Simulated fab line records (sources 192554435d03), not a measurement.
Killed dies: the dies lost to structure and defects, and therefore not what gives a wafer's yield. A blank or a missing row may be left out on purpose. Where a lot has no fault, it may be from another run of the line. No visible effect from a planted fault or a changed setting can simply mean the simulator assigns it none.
Which tool was responsible?    flow n5 finfet    23 lots with 69 wafers sampled at 6 steps, on a route of 1938 steps

== WHAT THE GAUGES SHOWED, per wafer ==
No reading from a measuring or inspecting step in the record can be judged against a usual standard deviation.

== TOOL THAT RAN EACH LOT (tool first, then ch and the chambers of the sampled wafers, then the start) ==
lot   N5_BEOL_M5_ETCH_72                  N5_BEOL_M5_STRIP_19                 N5_BEOL_M5_STRIP_91                            N5_BEOL_M5_SURFACE_TREAT_87   N5_BEOL_M5_SPUTTER_48         N5_BEOL_M5_CMP_52
L074  rie diel-02 ch 1,2,3, day 8 14:05   rie diel-02 ch 0,3, day 8 14:24     rie diel-02 ch 0,1,3, day 8 17:07 or earlier   pvd sputter-03, day 8 17:07   pvd sputter-03, day 8 17:20   cmp-01 ch 0,1,2, day 8 22:11
L076  rie diel-04 ch 0,1,3, day 8 21:24   rie diel-02 ch 1,2, day 8 21:52     rie diel-06 ch 0,1, day 9 00:01 or earlier     pvd sputter-02, day 9 00:01   pvd sputter-03, day 9 00:16   cmp-01 ch 0,1, day 9 05:31
L077  rie diel-06 ch 1,2, day 9 05:19     rie diel-04 ch 0,2,3, day 9 05:38   rie diel-04 ch 1,2, day 9 08:16 or earlier     pvd sputter-02, day 9 08:16   pvd sputter-02, day 9 08:30   cmp-03 ch 0,1,3, day 9 13:32
L078  rie diel-06 ch 0,2, day 9 16:40     rie diel-06 ch 0,1,3, day 9 17:00   rie diel-04 ch 1,2,3, day 9 19:52 or earlier   pvd sputter-03, day 9 19:52   pvd sputter-03, day 9 20:09   cmp-03 ch 2,3, day 10 00:59
L079  rie diel-02 ch 0,2,3, day 9 17:11   rie diel-06 ch 0,2,3, day 9 17:31   rie diel-06 ch 0,1,3, day 9 19:59 or earlier   pvd sputter-01, day 9 19:59   pvd sputter-02, day 9 20:25   cmp-03 ch 0,1,3, day 10 01:19
L080  rie diel-02 ch 1,3, day 9 20:13     rie diel-02 ch 1,2,3, day 9 20:37   rie diel-06 ch 1,2, day 10 00:29 or earlier    pvd sputter-01, day 10 00:29  pvd sputter-03, day 10 00:45  cmp-03 ch 0,1,2, day 10 05:36
L081  rie diel-04 ch 0,1,3, day 10 08:43  rie diel-04 ch 2,3, day 10 09:02    rie diel-06 ch 0,2, day 10 11:14 or earlier    pvd sputter-01, day 10 11:14  pvd sputter-02, day 10 11:47  cmp-02 ch 0,3, day 10 16:38
L083  rie diel-02 ch 0,2,3, day 10 17:26  rie diel-06 ch 2,3, day 10 17:45    rie diel-04 ch 1,3, day 10 20:35 or earlier    pvd sputter-02, day 10 20:35  pvd sputter-02, day 10 20:49  cmp-01 ch 0,2, day 11 01:41
L082  rie diel-02 ch 2,3, day 11 01:44    rie diel-06 ch 0,2,3, day 11 02:08  rie diel-04 ch 1,2, day 11 05:57 or earlier    pvd sputter-01, day 11 05:57  pvd sputter-01, day 11 06:10  cmp-03 ch 0,1, day 11 11:04
L084  rie diel-06 ch 0,1,2, day 11 01:56  rie diel-06 ch 0,1,2, day 11 02:16  rie diel-04 ch 0,3, day 11 05:38 or earlier    pvd sputter-03, day 11 05:38  pvd sputter-02, day 11 05:51  cmp-02 ch 2,3, day 11 10:43
L085  rie diel-02 ch 0,2, day 11 02:48    rie diel-06 ch 0,1,2, day 11 03:08  rie diel-02 ch 0,2,3, day 11 06:05 or earlier  pvd sputter-01, day 11 06:05  pvd sputter-03, day 11 08:32  cmp-02 ch 0,1,3, day 11 13:28
L087  rie diel-04 ch 1,2,3, day 11 05:42  rie diel-04 ch 0,3, day 11 06:08    rie diel-02 ch 0,1,3, day 11 13:37 or earlier  pvd sputter-03, day 11 13:37  pvd sputter-03, day 11 14:03  cmp-02 ch 1,2,3, day 11 19:01
L086  rie diel-06 ch 0,1,2, day 11 11:54  rie diel-04 ch 0,3, day 11 12:13    rie diel-02 ch 0,2, day 11 14:16 or earlier    pvd sputter-01, day 11 14:16  pvd sputter-02, day 11 14:38  cmp-03 ch 0,2,3, day 11 19:34
L089  rie diel-04 ch 1,2,3, day 11 19:50  rie diel-02 ch 0,2,3, day 11 20:10  rie diel-02 ch 1,2, day 11 23:19 or earlier    pvd sputter-02, day 11 23:19  pvd sputter-01, day 11 23:34  cmp-02 ch 0,2,3, day 12 04:47
L088  rie diel-02 ch 0,2,3, day 12 11:08  rie diel-02 ch 1,2,3, day 12 11:34  rie diel-06 ch 0,1,3, day 12 14:56 or earlier  pvd sputter-01, day 12 14:56  pvd sputter-03, day 12 15:12  cmp-02 ch 1,2,3, day 12 20:02
L090  rie diel-06 ch 0,2, day 12 15:26    rie diel-04 ch 0,1,3, day 12 16:05  rie diel-06 ch 1,2,3, day 12 20:35 or earlier  pvd sputter-01, day 12 20:35  pvd sputter-01, day 12 21:01  cmp-01 ch 0,3, day 13 01:52
L091  rie diel-04 ch 0,2, day 12 19:05    rie diel-04 ch 0,1,3, day 12 19:24  rie diel-04 ch 0,1,3, day 12 21:52 or earlier  pvd sputter-03, day 12 21:52  pvd sputter-02, day 12 22:11  cmp-01 ch 1,2,3, day 13 03:07
L092  rie diel-06 ch 0,2,3, day 12 19:16  rie diel-02 ch 1,2,3, day 12 19:36  rie diel-06 ch 0,1,3, day 12 22:20 or earlier  pvd sputter-03, day 12 22:20  pvd sputter-03, day 12 22:38  cmp-03 ch 0,1,2, day 13 03:29
L093  rie diel-06 ch 1,2,3, day 12 19:59  rie diel-02 ch 0,1,3, day 12 20:29  rie diel-02 ch 1,3, day 12 22:36 or earlier    pvd sputter-03, day 12 22:36  pvd sputter-01, day 13 01:26  cmp-03 ch 0,2,3, day 13 06:20
L094  rie diel-04 ch 1,2, day 13 12:35    rie diel-04 ch 0,1,3, day 13 12:54  rie diel-02 ch 0,3, day 13 16:01 or earlier    pvd sputter-02, day 13 16:01  pvd sputter-01, day 13 16:13  cmp-01 ch 0,1,2, day 13 21:11
L095  rie diel-02 ch 0,1,3, day 13 14:20  rie diel-04 ch 1,2,3, day 13 14:41  rie diel-02 ch 0,2,3, day 13 17:09 or earlier  pvd sputter-03, day 13 17:09  pvd sputter-02, day 13 17:27  cmp-03 ch 1,2,3, day 13 22:18
L096  rie diel-04 ch 0,1,2, day 13 16:35  rie diel-04 ch 0,2,3, day 13 16:54  rie diel-02 ch 0,1,3, day 13 20:39 or earlier  pvd sputter-01, day 13 20:39  pvd sputter-01, day 13 20:53  cmp-01 ch 0,1,3, day 14 01:44
L097  rie diel-06 ch 0,3, day 14 02:04    rie diel-02 ch 0,3, day 14 02:34    rie diel-06 ch 0,1,2, day 14 05:58 or earlier  pvd sputter-02, day 14 05:58  pvd sputter-01, day 14 06:10  cmp-02 ch 0,3, day 14 11:01
- N5_BEOL_M5_ETCH_72: etches underlayer in N2/H2, target depth 6.5 nm, time 5.2 s.
- N5_BEOL_M5_STRIP_19: strips in O2.
- N5_BEOL_M5_STRIP_91: strips in N2/H2, time 10 s.
- N5_BEOL_M5_SURFACE_TREAT_87
- N5_BEOL_M5_SPUTTER_48: material Cu, target thk 15 nm, time 27.62 s.
- N5_BEOL_M5_CMP_52: polishes, stops on SiCOH lowk, t overpolish 6.9 s, target thk 62 nm.

== AS READ BY THE TOOLS THEMSELVES (means over the sampled wafers that have a number; for cases with no such wafer, the mark the record gives instead) ==
N5_BEOL_M5_ETCH_72. Usual: drypump motor current A 5.5 A, standard deviation 0.44; etch rf on time s 5.15 s, standard deviation 0.12; oes product au 0.70 a.u., standard deviation 0.09; rf vpp V 524.9 V, standard deviation 3; showerhead plenum p Torr 2.58 Torr, standard deviation 0.097; throttle valve pct 17.85 %, standard deviation 0.29.
lot   tool         drypump motor current A (A)  etch rf on time s (s)  oes product au (a.u.)  rf vpp V (V)  showerhead plenum p Torr (Torr)  throttle valve pct (%)  flag
L074  rie diel-02  5.8                          5.19                   0.59                   524.5         2.55                             17.99                   
L076  rie diel-04  5.6                          5.28                   0.67                   526.1         2.58                             17.89                   
L077  rie diel-06  5.1                          5.05                   0.83                   527.5         2.64                             17.74                   
L078  rie diel-06  4.8                          5.11                   0.69                   522.5         2.51                             17.99                   
L079  rie diel-02  5.8                          5.21                   0.74                   526.4         2.65                             17.91                   
L080  rie diel-02  5.9                          5.28                   0.75                   521.4         2.53                             17.76                   
L081  rie diel-04  5.6                          5.24                   0.66                   525.2         2.58                             17.90                   
L083  rie diel-02  5.8                          5.12                   0.73                   526.6         2.65                             17.91                   
L082  rie diel-02  5.6                          5.22                   0.67                   525.7         2.62                             18.10                   
L084  rie diel-06  5.1                          5.12                   0.71                   524.2         2.53                             17.83                   
L085  rie diel-02  5.8                          5.08                   0.71                   528.2         2.67                             17.81                   
L087  rie diel-04  5.5                          5.20                   0.65                   524.6         2.58                             17.99                   
L086  rie diel-06  5.1                          5.11                   0.71                   524.5         2.53                             17.82                   
L089  rie diel-04  5.5                          5.23                   0.64                   524.2         2.58                             17.99                   
L088  rie diel-02  5.7                          5.16                   0.71                   527.7         2.64                             17.94                   
L090  rie diel-06  4.8                          5.15                   0.66                   522.1         2.51                             18.02                   
L091  rie diel-04  5.5                          5.03                   0.74                   525.4         2.58                             17.55                   
L092  rie diel-06  4.7                          5.17                   0.65                   524.9         2.58                             18.02                   
L093  rie diel-06  5.1                          5.07                   0.69                   525.5         2.60                             17.84                   
L094  rie diel-04  5.3                          5.11                   0.68                   524.2         2.57                             17.83                   
L095  rie diel-02  5.9                          5.19                   0.75                   526.1         2.66                             17.56                   
L096  rie diel-04  5.4                          5.06                   0.69                   525.4         2.57                             17.77                   
L097  rie diel-06  4.8                          5.15                   0.69                   522.6         2.47                             17.92                   

N5_BEOL_M5_STRIP_19. Usual: drypump motor current A 5.5 A, standard deviation 0.45; oes product au 0.81 a.u., standard deviation 0.1; rf vpp V 3.7 V, standard deviation 0.5; showerhead plenum p Torr 2.14 Torr, standard deviation 0.067; throttle valve pct 16.7 %, standard deviation 0.32.
lot   tool         drypump motor current A (A)  oes product au (a.u.)  rf vpp V (V)  showerhead plenum p Torr (Torr)  throttle valve pct (%)  flag
L074  rie diel-02  5.9                          0.79                   4.0           2.18                             16.9                    
L076  rie diel-02  5.7                          0.69                   3.6           2.12                             16.9                    
L077  rie diel-04  5.5                          0.83                   3.8           2.16                             16.7                    
L078  rie diel-06  5.1                          0.76                   3.8           2.07                             16.8                    
L079  rie diel-06  4.8                          0.79                   3.7           2.12                             16.7                    
L080  rie diel-02  5.8                          0.78                   3.4           2.11                             16.7                    
L081  rie diel-04  5.7                          0.76                   3.7           2.17                             17.0                    
L083  rie diel-06  4.7                          0.84                   3.0           2.19                             16.6                    
L082  rie diel-06  4.7                          0.77                   3.3           2.12                             16.7                    
L084  rie diel-06  5.1                          0.84                   3.8           2.09                             16.7                    
L085  rie diel-06  5.1                          0.84                   3.5           2.09                             16.7                    
L087  rie diel-04  5.7                          0.84                   4.1           2.14                             16.7                    
L086  rie diel-04  5.7                          0.84                   3.5           2.14                             16.6                    
L089  rie diel-02  5.7                          0.83                   4.0           2.18                             16.7                    
L088  rie diel-02  5.8                          0.84                   3.8           2.19                             16.6                    
L090  rie diel-04  5.6                          0.77                   3.2           2.13                             16.8                    
L091  rie diel-04  5.6                          0.77                   4.3           2.13                             16.9                    
L092  rie diel-02  5.8                          0.83                   3.1           2.19                             16.6                    
L093  rie diel-02  5.9                          0.91                   3.9           2.21                             16.5                    
L094  rie diel-04  5.6                          0.77                   3.1           2.13                             16.8                    
L095  rie diel-04  5.4                          0.75                   3.7           2.14                             16.9                    
L096  rie diel-04  5.6                          0.80                   3.8           2.15                             16.7                    
L097  rie diel-02  5.9                          0.89                   3.7           2.17                             16.6                    

N5_BEOL_M5_STRIP_91. Usual: drypump motor current A 5.4 A, standard deviation 0.48; oes product au 0.83 a.u., standard deviation 0.1; rf vpp V 59.3 V, standard deviation 0.94; showerhead plenum p Torr 2.59 Torr, standard deviation 0.092; throttle valve pct 23.6 %, standard deviation 0.43.
lot   tool         drypump motor current A (A)  oes product au (a.u.)  rf vpp V (V)  showerhead plenum p Torr (Torr)  throttle valve pct (%)  flag
L074  rie diel-02  5.9                          0.78                   59.3          2.56                             23.6                    
L076  rie diel-06  5.1                          0.79                   59.4          2.43                             23.5                    
L077  rie diel-04  5.3                          0.79                   59.0          2.56                             23.9                    
L078  rie diel-04  5.5                          0.78                   59.2          2.58                             23.9                    
L079  rie diel-06  5.1                          0.77                   60.0          2.50                             23.6                    
L080  rie diel-06  5.0                          0.92                   58.4          2.63                             23.6                    
L081  rie diel-06  4.7                          0.85                   59.2          2.61                             23.8                    
L083  rie diel-04  5.7                          0.72                   58.9          2.58                             24.0                    
L082  rie diel-04  5.2                          0.81                   59.2          2.57                             23.7                    
L084  rie diel-04  5.7                          0.84                   60.1          2.58                             23.4                    
L085  rie diel-02  5.7                          0.84                   58.6          2.64                             23.8                    
L087  rie diel-02  5.9                          0.93                   59.5          2.66                             23.3                    
L086  rie diel-02  5.6                          0.76                   58.6          2.64                             23.8                    
L089  rie diel-02  5.8                          0.86                   59.2          2.66                             23.0                    
L088  rie diel-06  5.1                          0.75                   58.9          2.49                             23.6                    
L090  rie diel-06  5.1                          0.81                   59.3          2.59                             23.7                    
L091  rie diel-04  5.6                          0.76                   58.8          2.57                             23.8                    
L092  rie diel-06  5.1                          0.75                   58.9          2.49                             23.6                    
L093  rie diel-02  5.9                          0.91                   58.8          2.63                             23.5                    
L094  rie diel-02  5.9                          0.89                   58.7          2.63                             23.9                    
L095  rie diel-02  5.7                          0.92                   58.9          2.63                             23.7                    
L096  rie diel-02  5.9                          0.88                   59.9          2.65                             23.4                    
L097  rie diel-06  5.1                          0.81                   59.9          2.52                             23.6                    

N5_BEOL_M5_SPUTTER_48. Usual: 29.8 % for throttle valve pct, sd 1.1.
lot   tool            throttle valve pct (%)  flag
L074  pvd sputter-03  30.2                    
L076  pvd sputter-03  29.3                    
L077  pvd sputter-02  29.6                    
L078  pvd sputter-03  29.9                    
L079  pvd sputter-02  29.7                    
L080  pvd sputter-03  30.0                    
L081  pvd sputter-02  30.9                    
L083  pvd sputter-02  29.4                    
L082  pvd sputter-01  30.3                    
L084  pvd sputter-02  29.7                    
L085  pvd sputter-03  29.9                    
L087  pvd sputter-03  29.4                    
L086  pvd sputter-02  29.7                    
L089  pvd sputter-01  30.6                    
L088  pvd sputter-03  30.0                    
L090  pvd sputter-01  31.3                    
L091  pvd sputter-02  29.8                    
L092  pvd sputter-03  29.6                    
L093  pvd sputter-01  29.2                    
L094  pvd sputter-01  30.4                    
L095  pvd sputter-02  29.6                    
L096  pvd sputter-01  30.3                    
L097  pvd sputter-01  30.6                    

N5_BEOL_M5_CMP_52. Usual: barrier field endpoint s 24.8 s, standard deviation 0.57; motor current A 5.9 A, standard deviation 0.54; overpolish run s 6.901 s, standard deviation 0.0099; time to endpoint s 62.6 s, standard deviation 2.9.
lot   tool    barrier field endpoint s (s)  motor current A (A)  overpolish run s (s)  time to endpoint s (s)  flag
L074  cmp-01  25.2                          6.0                  6.894                 65.7                    
L076  cmp-01  25.2                          6.2                  6.902                 63.5                    
L077  cmp-03  24.7                          5.7                  6.897                 64.8                    
L078  cmp-03  23.9                          5.7                  6.899                 59.3                    
L079  cmp-03  25.1                          5.3                  6.905                 61.8                    
L080  cmp-03  24.7                          5.5                  6.891                 60.8                    
L081  cmp-02  24.8                          6.0                  6.897                 61.2                    
L083  cmp-01  24.9                          5.4                  6.896                 63.7                    
L082  cmp-03  24.0                          5.6                  6.916                 58.7                    
L084  cmp-02  25.2                          5.9                  6.904                 66.1                    
L085  cmp-02  24.9                          6.0                  6.904                 63.9                    
L087  cmp-02  24.8                          5.9                  6.905                 64.5                    
L086  cmp-03  25.1                          5.5                  6.902                 63.0                    
L089  cmp-02  25.0                          6.1                  6.900                 62.7                    
L088  cmp-02  25.2                          5.8                  6.906                 61.8                    
L090  cmp-01  24.3                          6.0                  6.896                 60.2                    
L091  cmp-01  25.1                          6.6                  6.902                 66.6                    
L092  cmp-03  25.1                          5.5                  6.905                 60.6                    
L093  cmp-03  24.1                          5.7                  6.906                 59.8                    
L094  cmp-01  25.0                          5.7                  6.898                 63.8                    
L095  cmp-03  23.8                          5.6                  6.903                 56.5                    
L096  cmp-01  24.5                          6.7                  6.892                 61.8                    
L097  cmp-02  24.7                          6.1                  6.891                 62.9                    

== THE ANSWER, worked out from the rows above alone ==
Rule: a lot counts as off when the mean over its wafers that have a number is more than 3 standard deviations away from the usual mean. A lot without any number at a reading at which 4 lots or more have one is off too. The other lots that the step has rows for count as sound. After the gauges, taken in route order, come the tools' own readings; for these a lot's mean is taken, as printed above. The first step at which some lot is off is used, and at that step the reading that is off furthest; a lot without a number counts as furthest.
No lot is off at any reading shown: from this, nothing can be told.

== WHAT THE SIMULATOR HAD INSERTED ==
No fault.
